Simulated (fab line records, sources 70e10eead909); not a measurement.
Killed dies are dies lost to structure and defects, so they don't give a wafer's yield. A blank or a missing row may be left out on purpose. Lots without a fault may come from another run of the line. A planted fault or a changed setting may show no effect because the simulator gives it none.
Which tool did it? | flow nand_harc | 12 lots, 36 wafers sampled, at 6 steps of a route of 1159

WHAT THE GAUGES READ, wafer by wafer
NHARC_A_SOURCE_PLATE_THK_MEAS_09: measures by ellipsometry. Usual: thk_nm 9.8 nm, standard deviation 1.
lot  | measured     | on            | thk_nm (nm)    | flag
L224 | day 6 14:25  | film_metro-02 | 10.4 10.7 9.9  |
L225 | day 7 07:40  | film_metro-02 | 7.2 10.1 9.7   |
L230 | day 8 17:48  | film_metro-01 | 9.4 9.6 10.3   |
L231 | day 9 00:24  | film_metro-01 | 10.2 8.5 8.2   |
L237 | day 10 02:05 | film_metro-01 | 9.5 10.0 11.3  |
L235 | day 10 02:05 | film_metro-02 | 10.6 8.9 9.7   |
L238 | day 10 05:52 | film_metro-01 | 10.7 9.7 10.0  |
L236 | day 10 12:44 | film_metro-02 | 10.6 10.0 10.1 |
L239 | day 11 00:17 | film_metro-02 | 9.2 10.7 7.9   |
L241 | day 11 07:35 | film_metro-01 | 10.4 8.7 11.8  |
L245 | day 11 21:44 | film_metro-01 | 9.2 9.3 9.5    |
L246 | day 12 07:12 | film_metro-02 | 7.6 9.7 11.5   |

NHARC_A_ONON_D1_THK_MEAS_08: measures by ellipsometry. Usual: thk_nm 1000 nm, standard deviation 8.2.
lot  | measured     | on            | thk_nm (nm)    | flag
L224 | day 7 05:23  | film_metro-01 | 1007 1008 1009 |
L225 | day 7 22:42  | film_metro-01 | 998 1000 999   |
L230 | day 9 10:30  | film_metro-01 | 992 995 994    |
L231 | day 9 17:40  | film_metro-01 | 1559 1006 1559 | OFF
L237 | day 10 18:08 | film_metro-02 | 997 999 998    |
L235 | day 10 18:06 | film_metro-02 | 1546 991 1546  | OFF
L238 | day 10 18:07 | film_metro-01 | 1004 1006 1007 |
L236 | day 11 07:10 | film_metro-02 | 1011 1011 1012 |
L239 | day 11 15:28 | film_metro-02 | 1013 1012 1010 |
L241 | day 11 22:32 | film_metro-01 | 998 998 997    |
L245 | day 12 12:36 | film_metro-02 | 1007 1011 1009 |
L246 | day 12 22:34 | film_metro-02 | 991 991 991    |

NHARC_END_SORT_01. Usual: killed_at_array 28, standard deviation 8.9; killed_at_other 0.8, standard deviation 1.2; killed_at_periphery 3.3, standard deviation 2.3; killed_dies 32, standard deviation 9.4; killed_open 3.2, standard deviation 1.8; killed_short 1.9, standard deviation 1.4.
lot  | measured     | on        | killed_at_array | killed_at_other | killed_at_periphery | killed_dies | killed_open | killed_short | flag
L231 | day 21 14:46 | prober-02 | 673 28 674      | 0 0 0           | 4 7 3               | 677 35 677  | 2 5 5       | 5 2 0        | OFF
L235 | day 22 21:15 | prober-01 | 676 20 675      | 0 0 1           | 1 2 1               | 677 22 677  | 2 2 6       | 4 1 1        | OFF

WHICH TOOL RAN EACH LOT (tool, then ch and the chambers of the sampled wafers, then the start)
lot  | NHARC_P_BONDPAD_ETCH_37            | NHARC_P_BONDPAD_PVD_27                  | NHARC_A_ONON_D1_DEP_06
L224 | rie_diel-06 ch 1,3, day 6 00:55    | pvd_sputter-02, day 6 14:25 or earlier  | pecvd_onon-01 ch 0, day 7 04:59
L225 | rie_diel-06 ch 2,3, day 6 18:53    | pvd_sputter-03, day 7 07:40 or earlier  | pecvd_onon-03 ch 0, day 7 22:15
L230 | rie_diel-06 ch 1,3, day 8 05:16    | pvd_sputter-03, day 8 17:48 or earlier  | pecvd_onon-02 ch 0, day 9 10:02
L231 | rie_diel-06 ch 0,2, day 8 10:00    | pvd_sputter-03, day 9 00:24 or earlier  | pecvd_onon-03 ch 0, day 9 17:10
L237 | rie_diel-05 ch 1,2,3, day 9 12:43  | pvd_sputter-01, day 10 02:05 or earlier | pecvd_onon-01 ch 0, day 10 17:37
L235 | rie_diel-05 ch 0,1,2, day 9 13:44  | pvd_sputter-03, day 10 02:05 or earlier | pecvd_onon-03 ch 0, day 10 17:35
L238 | rie_diel-06 ch 0,2,3, day 9 16:46  | pvd_sputter-03, day 10 05:52 or earlier | pecvd_onon-02 ch 0, day 10 17:36
L236 | rie_diel-06 ch 2,3, day 10 00:23   | pvd_sputter-03, day 10 12:44 or earlier | pecvd_onon-01 ch 0, day 11 06:46
L239 | rie_diel-06 ch 0,1,3, day 10 12:08 | pvd_sputter-02, day 11 00:17 or earlier | pecvd_onon-01 ch 0, day 11 15:01
L241 | rie_diel-06 ch 0,1,2, day 10 19:03 | pvd_sputter-01, day 11 07:35 or earlier | pecvd_onon-01 ch 0, day 11 22:01
L245 | rie_diel-10 ch 1,2,3, day 11 10:58 | pvd_sputter-02, day 11 21:44 or earlier | pecvd_onon-02 ch 0, day 12 12:10
L246 | rie_diel-10 ch 0,1, day 11 19:08   | pvd_sputter-01, day 12 07:12 or earlier | pecvd_onon-01 ch 0, day 12 22:02
- NHARC_P_BONDPAD_ETCH_37: etches the open film in N2/H2, target depth 60 nm, overetch 18 nm, time 65.91 s.
- NHARC_P_BONDPAD_PVD_27: deposits Cu, target thk 30 nm, time 20.49 s.
- NHARC_A_ONON_D1_DEP_06: target thk 1000 nm.

WHAT THE TOOLS THEMSELVES READ (means of the sampled wafers that have a number; where no wafer has one, the mark that the record gives instead)
NHARC_P_BONDPAD_ETCH_37. Usual: bias_w 150.1 W, standard deviation 0.47; drypump_motor_current_A 5.7 A, standard deviation 0.36; oes_product_au 1.000 a.u., standard deviation 0.0077; rf_vpp_V 430.0 V, standard deviation 2.6; showerhead_plenum_p_Torr 2.02 Torr, standard deviation 0.09; throttle_valve_pct 14.172 %, standard deviation 0.009.
lot  | tool        | bias_w (W) | drypump_motor_current_A (A) | oes_product_au (a.u.) | rf_vpp_V (V) | showerhead_plenum_p_Torr (Torr) | throttle_valve_pct (%) | flag
L224 | rie_diel-06 | 150.7      | 6.0                         | 0.996                 | 428.6        | 2.02                            | 14.182                 |
L225 | rie_diel-06 | 150.5      | 5.5                         | 1.003                 | 430.8        | 2.07                            | 14.178                 |
L230 | rie_diel-06 | 150.1      | 6.0                         | 1.004                 | 429.8        | 1.98                            | 14.180                 |
L231 | rie_diel-06 | 149.8      | 5.3                         | 0.994                 | 431.4        | 2.05                            | 14.166                 |
L237 | rie_diel-05 | 149.7      | 5.5                         | 0.995                 | 429.8        | 2.04                            | 14.167                 |
L235 | rie_diel-05 | 150.2      | 5.8                         | 1.000                 | 429.6        | 2.00                            | 14.177                 |
L238 | rie_diel-06 | 150.0      | 5.6                         | 0.997                 | 429.4        | 2.00                            | 14.167                 |
L236 | rie_diel-06 | 150.2      | 5.7                         | 1.001                 | 430.0        | 2.01                            | 14.173                 |
L239 | rie_diel-06 | 150.4      | 5.9                         | 1.004                 | 428.7        | 1.97                            | 14.169                 |
L241 | rie_diel-06 | 149.7      | 5.6                         | 1.002                 | 429.5        | 2.03                            | 14.177                 |
L245 | rie_diel-10 | 150.1      | 5.6                         | 1.004                 | 433.6        | 2.17                            | 14.169                 |
L246 | rie_diel-10 | 150.1      | 5.4                         | 1.000                 | 432.2        | 2.12                            | 14.177                 |

NHARC_P_BONDPAD_PVD_27. Usual: throttle_valve_pct 30.1 %, standard deviation 0.98.
lot  | tool           | throttle_valve_pct (%) | flag
L224 | pvd_sputter-02 | 29.4                   |
L225 | pvd_sputter-03 | 31.0                   |
L230 | pvd_sputter-03 | 30.0                   |
L231 | pvd_sputter-03 | 30.4                   |
L237 | pvd_sputter-01 | 30.3                   |
L235 | pvd_sputter-03 | 30.1                   |
L238 | pvd_sputter-03 | 30.5                   |
L236 | pvd_sputter-03 | 30.3                   |
L239 | pvd_sputter-02 | 29.1                   |
L241 | pvd_sputter-01 | 30.0                   |
L245 | pvd_sputter-02 | 29.3                   |
L246 | pvd_sputter-01 | 29.2                   |

NHARC_A_ONON_D1_DEP_06. Usual: n2o_flow_sccm 2001 sccm, standard deviation 5.1.
lot  | tool          | n2o_flow_sccm (sccm) | flag
L224 | pecvd_onon-01 | 2004                 |
L225 | pecvd_onon-03 | 1998                 |
L230 | pecvd_onon-02 | 1997                 |
L231 | pecvd_onon-03 | 1998                 |
L237 | pecvd_onon-01 | 1999                 |
L235 | pecvd_onon-03 | 2002                 |
L238 | pecvd_onon-02 | 2001                 |
L236 | pecvd_onon-01 | 1998                 |
L239 | pecvd_onon-01 | 2004                 |
L241 | pecvd_onon-01 | 2000                 |
L245 | pecvd_onon-02 | 1994                 |
L246 | pecvd_onon-01 | 2006                 |

THE ANSWER, worked out from the rows above alone
Rule: a lot is off if the mean of its wafers that have a number lies more than 3 standard deviations from the usual mean. A lot without any number at a reading at which 4 lots or more have one is off too. The other lots that the step has rows for count as sound. The gauges are gone through in route order, then the tools' own readings, and for those a lot's mean is taken as printed above. The first step at which some lot is off is used, and at that step the reading that is off furthest; a lot without a number counts as furthest.
Off: L231, L235, at NHARC_A_ONON_D1_THK_MEAS_08 (thk_nm).
A tool fits if, at a process step before that reading, it ran every lot that is off, and no sound lot after the first of them. The gauges at NHARC_A_ONON_D1_THK_MEAS_08 aren't tried: what is off there is off at NHARC_END_SORT_01 too, on other tools, and a gauge's error can't cause that. NHARC_P_BONDPAD_PVD_27 gives no start for some lots, so the hours and the order of its lots are those of NHARC_A_SOURCE_PLATE_THK_MEAS_09. One fits: pecvd_onon-03 at NHARC_A_ONON_D1_DEP_06. Its last sound lot is L225 (day 7 22:15), its first lot that is off L231 (day 9 17:10): a fault that began between those two fits.

WHAT THE SIMULATOR HAD PUT IN
Process parameter drift: pecvd_onon-03, from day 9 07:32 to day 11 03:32, at NHARC_A_ONON_D1_DEP_06. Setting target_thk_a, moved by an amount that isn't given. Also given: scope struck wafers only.
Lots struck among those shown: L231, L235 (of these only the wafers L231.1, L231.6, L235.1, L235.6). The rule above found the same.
